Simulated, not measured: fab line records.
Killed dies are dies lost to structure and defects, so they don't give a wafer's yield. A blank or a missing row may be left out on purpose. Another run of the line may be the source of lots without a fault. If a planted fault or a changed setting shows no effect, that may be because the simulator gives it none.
Chamber matching || flow n5_finfet || cvd_co-02 running N5_BEOL_M3_PRE_CLEAN_60: 3 sister chambers
The step time 15 s. 33 wafers are shown with their chamber, then 12 later ones without.

EACH WAFER AND ITS CHAMBER
{"wafer": "L074.1", "chamber": 2, "heater_power_w (W)": 88, "rf_fwd_power_W (W)": 293.7}
{"wafer": "L074.3", "chamber": 1, "heater_power_w (W)": 75, "rf_fwd_power_W (W)": 296.8}
{"wafer": "L074.6", "chamber": 1, "heater_power_w (W)": 75, "rf_fwd_power_W (W)": 295.8}
{"wafer": "L076.1", "chamber": 2, "heater_power_w (W)": 89, "rf_fwd_power_W (W)": 295.2}
{"wafer": "L076.4", "chamber": 2, "heater_power_w (W)": 90, "rf_fwd_power_W (W)": 295.6}
{"wafer": "L076.6", "chamber": 1, "heater_power_w (W)": 74, "rf_fwd_power_W (W)": 298.7}
{"wafer": "L077.2", "chamber": 1, "heater_power_w (W)": 76, "rf_fwd_power_W (W)": 297.7}
{"wafer": "L077.3", "chamber": 0, "heater_power_w (W)": 87, "rf_fwd_power_W (W)": 298.7}
{"wafer": "L077.5", "chamber": 2, "heater_power_w (W)": 87, "rf_fwd_power_W (W)": 294.3}
{"wafer": "L078.1", "chamber": 1, "heater_power_w (W)": 76, "rf_fwd_power_W (W)": 298.2}
{"wafer": "L078.2", "chamber": 2, "heater_power_w (W)": 90, "rf_fwd_power_W (W)": 294.3}
{"wafer": "L078.5", "chamber": 2, "heater_power_w (W)": 88, "rf_fwd_power_W (W)": 294.5}
{"wafer": "L081.3", "chamber": 1, "heater_power_w (W)": 75, "rf_fwd_power_W (W)": 296.1}
{"wafer": "L081.5", "chamber": 1, "heater_power_w (W)": 76, "rf_fwd_power_W (W)": 296.9}
{"wafer": "L081.6", "chamber": 0, "heater_power_w (W)": 85, "rf_fwd_power_W (W)": 298.0}
{"wafer": "L082.1", "chamber": 0, "heater_power_w (W)": 84, "rf_fwd_power_W (W)": 297.0}
{"wafer": "L082.2", "chamber": 2, "heater_power_w (W)": 90, "rf_fwd_power_W (W)": 295.0}
{"wafer": "L082.5", "chamber": 2, "heater_power_w (W)": 90, "rf_fwd_power_W (W)": 296.0}
{"wafer": "L084.1", "chamber": 0, "heater_power_w (W)": 85, "rf_fwd_power_W (W)": 298.0}
{"wafer": "L084.2", "chamber": 2, "heater_power_w (W)": 90, "rf_fwd_power_W (W)": 294.2}
{"wafer": "L084.3", "chamber": 1, "heater_power_w (W)": 75, "rf_fwd_power_W (W)": 297.1}
{"wafer": "L085.1", "chamber": 0, "heater_power_w (W)": 89, "rf_fwd_power_W (W)": 296.8}
{"wafer": "L085.2", "chamber": 2, "heater_power_w (W)": 90, "rf_fwd_power_W (W)": 293.2}
{"wafer": "L085.3", "chamber": 1, "heater_power_w (W)": 74, "rf_fwd_power_W (W)": 296.0}
{"wafer": "L088.2", "chamber": 1, "heater_power_w (W)": 75, "rf_fwd_power_W (W)": 296.8}
{"wafer": "L088.3", "chamber": 0, "heater_power_w (W)": 84, "rf_fwd_power_W (W)": 298.4}
{"wafer": "L088.5", "chamber": 1, "heater_power_w (W)": 77, "rf_fwd_power_W (W)": 297.2}
{"wafer": "L090.1", "chamber": 0, "heater_power_w (W)": 86, "rf_fwd_power_W (W)": 299.2}
{"wafer": "L090.3", "chamber": 2, "heater_power_w (W)": 88, "rf_fwd_power_W (W)": 296.0}
{"wafer": "L090.4", "chamber": 1, "heater_power_w (W)": 75, "rf_fwd_power_W (W)": 297.7}
{"wafer": "L091.1", "chamber": 2, "heater_power_w (W)": 90, "rf_fwd_power_W (W)": 294.5}
{"wafer": "L091.2", "chamber": 1, "heater_power_w (W)": 77, "rf_fwd_power_W (W)": 297.2}
{"wafer": "L091.6", "chamber": 2, "heater_power_w (W)": 88, "rf_fwd_power_W (W)": 294.4}

SIGNATURES (averages over the wafers above)
{"reading": "heater_power_w", "chamber 0": 85.71, "chamber 1": 75.38, "chamber 2": 89.08, "scatter within a chamber": 1.23}
{"reading": "rf_fwd_power_W", "chamber 0": 298.014, "chamber 1": 297.092, "chamber 2": 294.685, "scatter within a chamber": 0.85}
Rule: for each reading, subtract the chamber's mean from the wafer's reading, divide by that reading's scatter and square the result; add these up over the readings and take the root, which gives the wafer's distance from the chamber. If the next closest chamber is less than 2 further off than the closest, the wafer can't be placed; otherwise it belongs to the closest. The scatter: take each reading less its chamber's mean, square it, sum over the shown wafers, divide by the number of wafers less the number of chambers, and take the root.

WAFERS WITHOUT THEIR CHAMBER
{"wafer": "L093.2", "heater_power_w (W)": 78, "rf_fwd_power_W (W)": 297.3}
{"wafer": "L093.5", "heater_power_w (W)": 92, "rf_fwd_power_W (W)": 295.5}
{"wafer": "L093.6", "heater_power_w (W)": 74, "rf_fwd_power_W (W)": 296.7}
{"wafer": "L095.1", "heater_power_w (W)": 75, "rf_fwd_power_W (W)": 297.3}
{"wafer": "L095.2", "heater_power_w (W)": 89, "rf_fwd_power_W (W)": 296.5}
{"wafer": "L095.6", "heater_power_w (W)": 85, "rf_fwd_power_W (W)": 297.8}
{"wafer": "L096.1", "heater_power_w (W)": 91, "rf_fwd_power_W (W)": 293.4}
{"wafer": "L096.2", "heater_power_w (W)": 84, "rf_fwd_power_W (W)": 297.1}
{"wafer": "L096.5", "heater_power_w (W)": 90, "rf_fwd_power_W (W)": 293.9}
{"wafer": "L097.1", "heater_power_w (W)": 77, "rf_fwd_power_W (W)": 298.6}
{"wafer": "L097.2", "heater_power_w (W)": 86, "rf_fwd_power_W (W)": 297.6}
{"wafer": "L097.5", "heater_power_w (W)": 89, "rf_fwd_power_W (W)": 294.4}

CHAMBER TAKEN BY EACH
{"wafer": "L093.2", "from the rows above": 1, "in truth": 1}
{"wafer": "L093.5", "from the rows above": 2, "in truth": 2}
{"wafer": "L093.6", "from the rows above": 1, "in truth": 1}
{"wafer": "L095.1", "from the rows above": 1, "in truth": 1}
{"wafer": "L095.2", "from the rows above": "can't be placed: 2 or 0", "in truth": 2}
{"wafer": "L095.6", "from the rows above": 0, "in truth": 0}
{"wafer": "L096.1", "from the rows above": 2, "in truth": 2}
{"wafer": "L096.2", "from the rows above": 0, "in truth": 0}
{"wafer": "L096.5", "from the rows above": 2, "in truth": 2}
{"wafer": "L097.1", "from the rows above": 1, "in truth": 1}
{"wafer": "L097.2", "from the rows above": 0, "in truth": 0}
{"wafer": "L097.5", "from the rows above": 2, "in truth": 2}
Correct placement for 11 of the 12. Can't be placed from these rows: 1 (the true chamber is among the candidates in 1). Number placed wrongly: 0.
